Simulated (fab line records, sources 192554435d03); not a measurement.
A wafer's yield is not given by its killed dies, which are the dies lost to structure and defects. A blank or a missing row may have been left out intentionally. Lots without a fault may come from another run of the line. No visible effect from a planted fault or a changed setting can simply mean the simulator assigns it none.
Chamber matching + flow n5 finfet + N5_BEOL_M14_TRENCH_ETCH_34 on rie diel-06 has 4 sister chambers
The step etches SiO2 in C4F8/O2/Ar, target depth 556.65 nm, time 126.9 s. 16 wafers are shown with their chamber, then 8 later ones without.

WAFERS PAIRED WITH THEIR CHAMBERS
| wafer  | chamber | rf vpp V (V) | showerhead plenum p Torr (Torr) | throttle valve pct (%) |
|--------|---------|--------------|---------------------------------|------------------------|
| L074.1 | 2       | 2173         | 3.38                            | 30.55                  |
| L074.3 | 0       | 2284         | 3.54                            | 31.06                  |
| L074.6 | 1       | 2288         | 3.53                            | 30.80                  |
| L076.1 | 3       | 2193         | 3.63                            | 30.80                  |
| L076.3 | 1       | 2290         | 3.52                            | 30.80                  |
| L076.6 | 1       | 2287         | 3.52                            | 30.83                  |
| L082.1 | 0       | 2282         | 3.53                            | 30.75                  |
| L082.3 | 1       | 2287         | 3.52                            | 30.84                  |
| L082.5 | 2       | 2170         | 3.37                            | 30.57                  |
| L085.3 | 0       | 2283         | 3.53                            | 30.77                  |
| L085.5 | 0       | 2281         | 3.53                            | 30.76                  |
| L085.6 | 2       | 2170         | 3.37                            | 30.57                  |
| L090.1 | 2       | 2169         | 3.36                            | 30.61                  |
| L090.3 | 1       | 2286         | 3.51                            | 30.65                  |
| L090.5 | 1       | 2287         | 3.51                            | 30.65                  |
| L093.3 | 1       | 2288         | 3.51                            | 30.66                  |

SIGNATURES (averages over the wafers above)
| reading                  | chamber 0 | chamber 1 | chamber 2 | chamber 3 | scatter within a chamber |
|--------------------------|-----------|-----------|-----------|-----------|--------------------------|
| rf vpp V                 | 2282.50   | 2287.57   | 2170.50   | 2193.00   | 1.41                     |
| showerhead plenum p Torr | 3.5325    | 3.5171    | 3.3700    | 3.6300    | 0.00718                  |
| throttle valve pct       | 30.8350   | 30.7471   | 30.5750   | 30.8000   | 0.0988                   |
Rule: for a wafer and a chamber, the distance is found by dividing, reading by reading, the gap between the wafer's reading and the chamber's mean by the reading's scatter, squaring, summing and taking the root. If the next closest chamber is less than 2 further off than the closest, the wafer can't be placed; otherwise it belongs to the closest. How the scatter is found: for the shown wafers, subtract from each reading the mean of its chamber, square and add these, divide the total by (wafers less chambers), then take the root.

WAFERS WITHOUT THEIR CHAMBER
| wafer  | rf vpp V (V) | showerhead plenum p Torr (Torr) | throttle valve pct (%) |
|--------|--------------|---------------------------------|------------------------|
| L093.4 | 2281         | 3.52                            | 30.78                  |
| L093.6 | 2192         | 3.61                            | 30.82                  |
| L092.3 | 2191         | 3.61                            | 30.84                  |
| L092.4 | 2170         | 3.36                            | 30.61                  |
| L092.6 | 2280         | 3.52                            | 30.78                  |
| L097.1 | 2170         | 3.36                            | 30.61                  |
| L097.2 | 2281         | 3.51                            | 30.79                  |
| L097.3 | 2190         | 3.61                            | 30.83                  |

THE CHAMBER EACH PASSED THROUGH
| wafer  | from the rows above     | in truth |
|--------|-------------------------|----------|
| L093.4 | 0                       | 0        |
| L093.6 | 3                       | 3        |
| L092.3 | 3                       | 3        |
| L092.4 | 2                       | 2        |
| L092.6 | 0                       | 0        |
| L097.1 | 2                       | 2        |
| L097.2 | can't be placed: 0 or 1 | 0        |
| L097.3 | 3                       | 3        |
Correct placement for 7 of the 8. Can't be placed from these rows: 1 (the true chamber is among the candidates in 1). Placed wrongly: 0.
